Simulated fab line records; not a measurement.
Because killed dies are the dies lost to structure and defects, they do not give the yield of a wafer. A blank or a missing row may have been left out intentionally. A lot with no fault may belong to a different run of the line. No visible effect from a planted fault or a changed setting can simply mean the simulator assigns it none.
fab line records ; flow nand_harc ; part 2 of 2: steps 25 to 32 of 32
record lots=5; wafers=15; last_day=23
route steps=1159 shown A_CONTACT@920
lots that met no fault: taken from a fault-free run of the same line
start_h: hours from the record's first day to the start of the lot's first wafer shown ; wait_h: hours since the lot's step before ; " as in the row above ; L1.1+2: a single row standing in for several wafers ; - no value, or no start was given ; * or withheld: withheld ; < > ~ a bound
route shown NAME@n: NAME is a module with steps in the file, n the number in the route of the first one ; usual: mean/standard deviation of fault-free wafers ; same: alike in all rows ; chamber/n: place in a boat ; sites: each site's reading ; _std_site: the values' standard deviation ; _edge_site: outer sites' mean less inner sites' ; radius_mm: for every site, how far away it sits from the centre of the wafer ; mask NAME#n: copy n ; behind: tool/chamber where the wafer was last shaped ; hold: what put the lot on hold/how long, in hours/how the hold closed ; device: the n, p or np transistor that did not switch ; end of line: at the end of the route, the tests of the same wafers ; a step given without rows: its recipe and nothing more ; killed: count of dies lost to structure and defects at first sort (not the wafer's yield) ; map: per-die view of a wafer (x killed, . not killed, _ where there is no die)
set.NAME: the setting the step ran with; set.NAME@STEP: the setting that earlier step ran with ; model.NAME: the simulator's own value behind a step, which no gauge read
certain route steps with their lots: each step a table, each wafer a row
services: when a tool's chamber went out of use (start_h, in hours from the record's first day, below 0 if earlier), for how many hours, and the reason
## steps
# step NHARC_A_CONTACT_ETCH_135
# recipe source_w=withheld; pressure_mtorr=20; bias_v=3000; time_s=132; target_depth_a=12870; ar_flow_sccm=withheld; c4f8_flow_sccm=withheld; o2_flow_sccm=withheld; chemistry=C4F8/O2/Ar
lot.wafer;tool;chamber;start_h;wait_h;rf_hours_counter_h
L077.3;har_cap_etch-03;1;393.16;0.1;-
L077.4;har_cap_etch-03;0;393.16;0.1;-
L077.5;har_cap_etch-03;0;393.16;0.1;-
L079.1;har_cap_etch-01;0;398.67;0.2;58
L079.4;har_cap_etch-01;1;398.67;0.2;-
L079.5;har_cap_etch-01;0;398.67;0.2;-
L082.3;har_cap_etch-02;0;442.86;0.2;-
L082.4;har_cap_etch-02;1;442.86;0.2;-
L082.6;har_cap_etch-02;0;442.86;0.2;-
L087.4;har_cap_etch-03;1;475.18;0.1;-
L087.6;har_cap_etch-03;1;475.18;0.1;-
L087.5;har_cap_etch-03;0;475.18;0.1;-
L088.3;har_cap_etch-03;1;477.99;0.1;-
L088.5;har_cap_etch-03;0;477.99;0.1;-
L088.6;har_cap_etch-03;1;477.99;0.1;-
# step NHARC_A_CONTACT_ETCH_136
# recipe source_w=withheld; pressure_mtorr=20; bias_v=3000; time_s=132; target_depth_a=12870; ar_flow_sccm=withheld; c4f8_flow_sccm=withheld; o2_flow_sccm=withheld; chemistry=C4F8/O2/Ar
lot.wafer;tool;chamber;start_h;wait_h;rf_hours_counter_h
L077.3;har_cap_etch-03;1;393.28;0.1;-
L077.4;har_cap_etch-03;0;393.28;0.1;-
L077.5;har_cap_etch-03;0;393.28;0.1;-
L079.1;har_cap_etch-01;0;398.79;0.1;58
L079.4;har_cap_etch-01;1;398.79;0.1;-
L079.5;har_cap_etch-01;0;398.79;0.1;-
L082.3;har_cap_etch-02;0;443.02;0.1;-
L082.4;har_cap_etch-02;1;443.02;0.1;-
L082.6;har_cap_etch-02;0;443.02;0.1;-
L087.4;har_cap_etch-03;1;475.31;0.1;-
L087.6;har_cap_etch-03;1;475.31;0.1;-
L087.5;har_cap_etch-03;0;475.31;0.1;-
L088.3;har_cap_etch-03;1;478.11;0.1;-
L088.5;har_cap_etch-03;0;478.11;0.1;-
L088.6;har_cap_etch-03;1;478.11;0.1;-
# step NHARC_A_CONTACT_ETCH_137
# recipe source_w=withheld; pressure_mtorr=20; bias_v=3000; time_s=132; target_depth_a=12870; ar_flow_sccm=withheld; c4f8_flow_sccm=withheld; o2_flow_sccm=withheld; chemistry=C4F8/O2/Ar
lot.wafer;tool;chamber;start_h;wait_h;rf_hours_counter_h
L077.3;har_cap_etch-03;1;393.41;0.1;-
L077.4;har_cap_etch-03;0;393.41;0.1;-
L077.5;har_cap_etch-03;0;393.41;0.1;-
L079.1;har_cap_etch-01;0;398.91;0.1;58
L079.4;har_cap_etch-01;1;398.91;0.1;-
L079.5;har_cap_etch-01;0;398.91;0.1;-
L082.3;har_cap_etch-02;0;443.20;0.2;-
L082.4;har_cap_etch-02;1;443.20;0.2;-
L082.6;har_cap_etch-02;0;443.20;0.2;-
L087.4;har_cap_etch-03;1;475.43;0.1;-
L087.6;har_cap_etch-03;1;475.43;0.1;-
L087.5;har_cap_etch-03;0;475.43;0.1;-
L088.3;har_cap_etch-03;1;478.24;0.1;-
L088.5;har_cap_etch-03;0;478.24;0.1;-
L088.6;har_cap_etch-03;1;478.24;0.1;-
# step NHARC_A_CONTACT_ETCH_138
# recipe source_w=withheld; pressure_mtorr=20; bias_v=3000; time_s=132; target_depth_a=12890; ar_flow_sccm=withheld; c4f8_flow_sccm=withheld; o2_flow_sccm=withheld; chemistry=C4F8/O2/Ar
lot.wafer;tool;chamber;start_h;wait_h;rf_hours_counter_h
L077.3;har_cap_etch-03;1;393.53;0.1;-
L077.4;har_cap_etch-03;0;393.53;0.1;-
L077.5;har_cap_etch-03;0;393.53;0.1;-
L079.1;har_cap_etch-01;0;399.04;0.1;58
L079.4;har_cap_etch-01;1;399.04;0.1;-
L079.5;har_cap_etch-01;0;399.04;0.1;-
L082.3;har_cap_etch-02;0;443.42;0.2;-
L082.4;har_cap_etch-02;1;443.42;0.2;-
L082.6;har_cap_etch-02;0;443.42;0.2;-
L087.4;har_cap_etch-03;1;475.55;0.1;-
L087.6;har_cap_etch-03;1;475.55;0.1;-
L087.5;har_cap_etch-03;0;475.55;0.1;-
L088.3;har_cap_etch-03;1;478.36;0.1;-
L088.5;har_cap_etch-03;0;478.36;0.1;-
L088.6;har_cap_etch-03;1;478.36;0.1;-
# step NHARC_A_CONTACT_ETCH_139
# recipe source_w=withheld; pressure_mtorr=20; bias_v=400; time_s=137; target_depth_a=5900; ar_flow_sccm=withheld; c4f8_flow_sccm=11.5; o2_flow_sccm=7.2; chemistry=C4F8/O2/Ar
lot.wafer;tool;chamber;start_h;wait_h;rf_hours_counter_h
L077.3;har_cap_etch-03;1;393.68;0.1;-
L077.4;har_cap_etch-03;0;393.68;0.1;-
L077.5;har_cap_etch-03;0;393.68;0.1;-
L079.1;har_cap_etch-01;0;399.16;0.1;58
L079.4;har_cap_etch-01;1;399.16;0.1;-
L079.5;har_cap_etch-01;0;399.16;0.1;-
L082.3;har_cap_etch-02;0;443.70;0.2;-
L082.4;har_cap_etch-02;1;443.70;0.2;-
L082.6;har_cap_etch-02;0;443.70;0.2;-
L087.4;har_cap_etch-03;1;475.71;0.1;-
L087.6;har_cap_etch-03;1;475.71;0.1;-
L087.5;har_cap_etch-03;0;475.71;0.1;-
L088.3;har_cap_etch-03;1;478.53;0.2;-
L088.5;har_cap_etch-03;0;478.53;0.2;-
L088.6;har_cap_etch-03;1;478.53;0.2;-
# step NHARC_A_CONTACT_ETCH_92
# recipe target_depth_a=400; over_etch_frac=0.5; time_s=85.7; ion_energy_ev=120; ch3f_flow_sccm=50; o2_flow_sccm=30; ar_flow_sccm=200; rf_w=500; bias_w=100; chemistry=CH3F/O2
# usual drypump_motor_current_A=5.7/0.38; oes_product_au=0.95/0.032; rf_vpp_V=244.4/1.4; showerhead_plenum_p_Torr=2.46/0.085; throttle_valve_pct=20.662/0.0093
lot.wafer;tool;chamber;start_h;wait_h;drypump_motor_current_A;oes_product_au;rf_hours_counter_h;rf_vpp_V;showerhead_plenum_p_Torr;throttle_valve_pct
L077.3;rie_diel-13;0;394.05;0.3;5.7;0.93;26;242.5;2.28;20.677
L077.5;rie_diel-13;3;394.05;0.3;5.8;0.93;-;245.1;2.48;20.662
L077.4;rie_diel-13;2;394.05;0.3;5.9;0.95;-;242.4;2.43;20.664
L079.4;rie_diel-06;3;399.56;0.3;6.4;0.93;47;243.1;2.40;20.668
L079.1;rie_diel-06;1;399.56;0.3;5.1;0.93;56;242.7;2.42;20.665
L079.5;rie_diel-06;0;399.56;0.3;5.6;0.92;-;245.1;2.43;20.656
L082.3;rie_diel-01;0;444.18;0.4;5.8;0.93;43;246.0;2.52;20.665
L082.6;rie_diel-01;2;444.18;0.4;5.2;0.94;-;245.2;2.50;20.657
L082.4;rie_diel-01;0;444.18;0.4;5.8;0.93;-;244.6;2.52;20.652
L087.4;rie_diel-01;2;476.07;0.3;5.2;0.94;53;244.3;2.50;20.657
L087.5;rie_diel-01;0;476.07;0.3;5.8;0.92;-;245.8;2.51;20.643
L087.6;rie_diel-01;1;476.07;0.3;5.0;0.96;-;243.1;2.38;20.665
L088.3;rie_diel-01;0;478.82;0.3;5.8;0.91;54;245.3;2.51;20.656
L088.5;rie_diel-01;0;478.82;0.3;5.8;0.91;-;244.8;2.51;20.672
L088.6;rie_diel-01;1;478.82;0.3;5.0;0.94;-;244.3;2.38;20.669
# step NHARC_A_CONTACT_ETCH_98
# recipe target_depth_a=200; over_etch_frac=0.5; time_s=10; ion_energy_ev=250; c4f6_flow_sccm=25; o2_flow_sccm=20; ar_flow_sccm=500; rf_w=600; bias_w=500; chemistry=C4F6/O2
# usual drypump_motor_current_A=5.7/0.38; oes_product_au=0.968/0.025; rf_vpp_V=547.1/2.7; showerhead_plenum_p_Torr=3.93/0.13; throttle_valve_pct=26.903/0.0096
lot.wafer;tool;chamber;start_h;wait_h;drypump_motor_current_A;oes_product_au;rf_hours_counter_h;rf_vpp_V;showerhead_plenum_p_Torr;throttle_valve_pct
L077.3;rie_diel-13;3;394.37;0.3;5.9;0.962;27;547.6;3.95;26.901
L077.5;rie_diel-13;2;394.37;0.3;5.9;0.980;-;547.1;3.88;26.897
L077.4;rie_diel-13;0;394.37;0.3;5.7;0.959;-;540.6;3.65;26.892
L079.4;rie_diel-06;0;-;-;5.7;0.964;58;544.8;3.89;26.900
L079.1;rie_diel-06;3;-;-;6.4;0.983;47;544.8;3.84;26.904
L079.5;rie_diel-06;0;-;-;5.7;0.964;-;545.9;3.89;26.902
L082.3;rie_diel-01;0;444.31;0.1;5.9;0.949;43;549.0;4.01;26.899
L082.6;rie_diel-01;0;444.31;0.1;5.9;0.963;-;548.7;4.01;26.911
L082.4;rie_diel-01;1;444.31;0.1;5.0;0.975;-;544.3;3.81;26.886
L087.4;rie_diel-01;0;-;-;5.9;0.952;54;548.3;4.01;26.888
L087.5;rie_diel-01;2;-;-;5.2;0.956;-;548.0;3.98;26.889
L087.6;rie_diel-01;3;-;-;6.6;0.939;-;549.3;4.04;26.907
L088.3;rie_diel-01;3;-;-;6.6;0.922;57;550.1;4.04;26.903
L088.5;rie_diel-01;3;-;-;6.6;0.919;-;549.6;4.04;26.915
L088.6;rie_diel-01;0;-;-;5.8;0.932;-;548.8;4.01;26.918
# step NHARC_A_CONTACT_CD_MEAS_15
# usual cd_nm=89.8/0.61
lot.wafer;tool;chamber;start_h;wait_h;cd_nm
L077.3;cd_sem-03;-;394.46;-;90.4
L077.4;cd_sem-03;-;394.46;-;88.6
L077.5;cd_sem-03;-;394.46;-;90.1
L079.1;cd_sem-03;-;399.78;-;90.3
L079.4;cd_sem-03;-;399.78;-;90.4
L079.5;cd_sem-03;-;399.78;-;90.4
L082.3;cd_sem-03;-;444.40;-;89.8
L082.4;cd_sem-03;-;444.40;-;90.4
L082.6;cd_sem-03;-;444.40;-;90.4
L087.4;cd_sem-03;-;476.62;-;90.4
L087.5;cd_sem-03;-;476.62;-;89.5
L087.6;cd_sem-03;-;476.62;-;89.7
L088.3;cd_sem-02;-;479.05;-;89.4
L088.5;cd_sem-02;-;479.05;-;89.1
L088.6;cd_sem-02;-;479.05;-;88.7
## services
tool;chamber;start_h;hours;kind
arfi_scanner-01;-;368.00;4.0;pm
pecvd-03;-;374.67;0.6;repair
pecvd-04;-;376.11;13.0;pm
wet_bench-01;-;389.60;8.0;pm
rie_diel-13;1;390.38;7.0;repair
rie_diel-01;0;397.52;9.4;repair
arfi_scanner-03;-;397.58;8.0;repair
acl_dep-03;-;408.31;13.0;pm
pecvd-03;2;412.33;5.0;repair
rie_diel-06;-;418.30;9.0;pm
rie_diel-01;2;436.81;3.8;repair
pecvd-04;-;438.58;0.4;repair
rie_diel-01;3;442.06;2.8;repair
litho_track-01;-;443.01;7.0;pm
rie_diel-13;1;443.64;8.4;repair
pecvd-03;-;444.02;0.9;repair
arfi_scanner-01;-;445.49;0.3;repair
wet_bench-07;-;448.00;8.0;pm
arfi_scanner-03;-;450.02;0.5;repair
rie_diel-13;-;453.03;9.0;pm
pecvd-04;-;458.26;2.2;repair
litho_track-06;-;467.00;7.0;pm
rie_diel-01;-;471.56;2.4;repair
pecvd-03;-;473.15;13.0;pm
